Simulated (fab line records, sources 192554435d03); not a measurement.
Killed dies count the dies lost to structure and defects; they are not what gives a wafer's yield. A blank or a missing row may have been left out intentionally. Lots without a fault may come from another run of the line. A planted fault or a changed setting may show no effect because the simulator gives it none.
Problem report in the 8D (eight disciplines) form, filled by code    flow n5Finfet    the parts of the form that need people (team, actions taken, sign-off) are left out

== 1. WHAT IS WRONG ==
runLengthS at N5_BEOL_M9_CVD_78 reads a mean of 222.5 s on 1 wafer of 1 lot; wafers without a fault read 161.4 s with a standard deviation of 0.52. So: +99 or more standard deviations from the usual mean.
The step: deposits Co from CCTBA/H2, target thk 2 nm, time 138.9 s.
The first sign was on wafer L196.6 at day 14 10:54, on cvdCo-02. Wafers with a number at this step in the record: 36, from 12 lots. Rule for "out", or "out of limits": more than 4 standard deviations from the usual mean. Any other wafer with a number is counted as sound.

== 2. WHAT IT IS; WHAT IT IS NOT ==
question                     is                 is not
which readings at this step  runLengthS         -
which lots                   L196               L179, L181, L182, L183, L187, L188, L192, L193, L195, L201, L202
which wafers of those lots   L196.6             L196.3, L196.4
read on which tools          cvdCo-02           cvdCo-01
when                         from day 14 10:54  up to then (29 sound wafers); but 6 sound wafers of L201, L202 came after

== 3. WHAT RULES OUT EACH SUSPECT ==
Counting: any tool at a process step up to the reading remains a suspect provided it ran every lot that is out. Sound lots after the first of them don't rule it out here, since some wafers of a struck lot are sound.
- pvdSputter-03 at N5_BEOL_M9_DEGAS_44 (time 60 s): kept. The lot that is out, L196, ran on it at day 14 10:28; the last sound lot it ran before that was L195, at day 14 09:06.
- pvdSputter-03 at N5_BEOL_M9_PRE_CLEAN_45 (time 30 s): kept. The lot that is out, L196, ran on it at day 14 10:30; the last sound lot it ran before that was L195, at day 14 09:08.
- cvdCo-02 at N5_BEOL_M9_CVD_78 (deposits Co from CCTBA/H2, target thk 2 nm, time 138.9 s): kept. The lot that is out, L196, ran on it at day 14 10:54; the last sound lot it ran before that was L188, at day 11 19:49. On those wafers its own readings are out: runLengthS.
Left after counting: pvdSputter-03 at N5_BEOL_M9_DEGAS_44, pvdSputter-03 at N5_BEOL_M9_PRE_CLEAN_45, cvdCo-02 at N5_BEOL_M9_CVD_78.

== 4. THE CAUSE (what the simulator had put in) ==
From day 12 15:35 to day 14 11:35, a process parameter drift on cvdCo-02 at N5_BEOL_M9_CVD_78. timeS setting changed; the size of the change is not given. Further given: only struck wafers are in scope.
Counting leaves 3 suspects; this tool is one of them.

== 5. THE CHAIN OF EFFECTS, in route order ==
Each row: a reading whose mean over the struck wafers that have a number lies more than 3 standard deviations from the usual. Scope: only readings with a usual standard deviation given in the record; hours: median across lots of the time from each lot's start at the first step in this table that gives one to its start at this step; sigmas: change in usual standard deviations.
hours  step               reading     usual    on struck wafers  change  sigmas
0      N5_BEOL_M9_CVD_78  runLengthS  161.4 s  222.5             +61.1   +99 or more
The process steps in it:
- N5_BEOL_M9_CVD_78: deposits Co from CCTBA/H2, target thk 2 nm, time 138.9 s.

== 6. WHAT WOULD HAVE CAUGHT IT SOONER ==
The fault began at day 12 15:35; the first out-of-limits reading in this record came at day 14 10:54, 43 hours later.
